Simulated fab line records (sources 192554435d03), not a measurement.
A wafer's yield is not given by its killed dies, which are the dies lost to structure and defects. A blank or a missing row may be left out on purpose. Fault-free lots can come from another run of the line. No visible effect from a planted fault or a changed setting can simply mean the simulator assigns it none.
8D (eight disciplines) problem report, filled in by code ; flow n5 finfet ; the parts of the form that need people (team, actions taken, sign-off) are left out

== 1. WHAT IS WRONG ==
Across 3 wafers from 2 lots, CJ_P at N5_BEOL_M4_RC_MEAS_101 averages 3.62, while fault-free wafers read 5.83 with a standard deviation of 0.21. That puts it -11 standard deviations away from the usual mean.
Earliest sighting: wafer L217.1 on prober-01 at day 12 20:09. At this step, 30 wafers from 10 lots have a number in the record. The rule behind "out" and "out of limits": a value lying over 4 standard deviations away from the usual mean. The rest of the wafers with a number are treated as sound.

== 2. WHAT THIS IS AND IS NOT ==
question;is;is not
which readings at this step;CJ_P, ION_P;DIBL_N, DIBL_P, IOFF_N, ION_N, SS_P, VT_N
which lots;L217, L218;L200, L201, L204, L207, L209, L210, L222, L223
which wafers of those lots;L217.1, L218.3, L218.6;L217.5, L217.6, L218.1
read on which gauges;prober-01;prober-02
when;from day 12 20:09;"up to then (20 sound wafers); but 7 sound wafers of L218, L222, L223 came after"

== 3. THE SUSPECTS, EACH WITH WHAT RULES IT OUT ==
Counting: any tool at a process step up to the reading remains a suspect provided it ran every lot that is out. Sound lots after the first of them don't rule it out here, since some wafers of a struck lot are sound.
- the gauge at N5_BEOL_M4_RC_MEAS_101: kept. All the wafers that are out were read on prober-01, and no step on other tools shows them out.
- rie si-03 at N5_SD_EPI_P_SD_RECESS_17 (chemistry HBr/Cl2/O2, target depth 39.1 nm, bt time 3 s): kept. It ran every lot that is out, first L217 (day 7 14:01); its last sound lot up to then is L207 (day 5 20:34).
- pvd sputter-02 at N5_BEOL_M4_ANNEAL_91 (time 240 s): kept. It ran every lot that is out, first L217 (day 12 17:55).
- rie si-03, N5_SD_EPI_P_SD_RECESS_17: wafers that are out in chamber 0, sound lot-mates in chambers 1, 2, 3.
Still standing after the count: rie si-03 at N5_SD_EPI_P_SD_RECESS_17, pvd sputter-02 at N5_BEOL_M4_ANNEAL_91, prober-01 at N5_BEOL_M4_RC_MEAS_101.

== 4. THE CAUSE (what the simulator had put in) ==
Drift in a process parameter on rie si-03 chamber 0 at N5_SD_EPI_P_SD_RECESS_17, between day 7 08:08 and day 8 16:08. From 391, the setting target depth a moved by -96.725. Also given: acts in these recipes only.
3 suspects survive the count, and this tool is in that group.

== 5. SEQUENCE OF EFFECTS, ordered by route ==
Rows list readings where the struck wafers' mean (over those with a number) sits beyond 3 standard deviations from the usual. Only readings whose record carries a usual standard deviation are examined. hours: median over the lots of the time between each lot's start at the first step of this table that gives one and its start at this step. sigmas: the change, counted in usual standard deviations.
hours;step;reading;usual;on struck wafers;change;sigmas
0;N5_BEOL_M4_RC_MEAS_101;CJ_P;5.83;3.62;-2.21;-11
0;N5_BEOL_M4_RC_MEAS_101;ION_P;464 uA/um;406;-58;-8.5
0;N5_BEOL_M4_RC_MEAS_101;REXT_P;100.9 ohm.um;110.0;+9.1;+3.6
0;N5_BEOL_M4_RC_MEAS_101;VT_P_LVT;-98.3 mV;-107.9;-9.6;-3.7
106;N5_PASSIVATION_PROBE_49;sort n pass;1077;4;-1073;-60
106;N5_PASSIVATION_PROBE_49;sort yield pct;91.3 %;0.3;-91.0;-61
Here are the process steps it includes:
- N5_PASSIVATION_PROBE_49

== 6. WHAT WOULD HAVE CAUGHT IT SOONER ==
132 hours passed between the start of the fault at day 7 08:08 and the first reading out of limits at a measuring or inspecting step in this record, taken at day 12 20:09.
An alarm limit of 4 standard deviations would not have fired on the tool readings at N5_SD_EPI_P_SD_RECESS_17 for which the record gives a usual standard deviation, since none of them was out on any struck wafer.
By day 12 20:09 the whole set of lots that are out, 2 in number, had already begun N5_SD_EPI_P_SD_RECESS_17 on rie si-03. Had the tool been put on hold then, not one of them would have been saved.
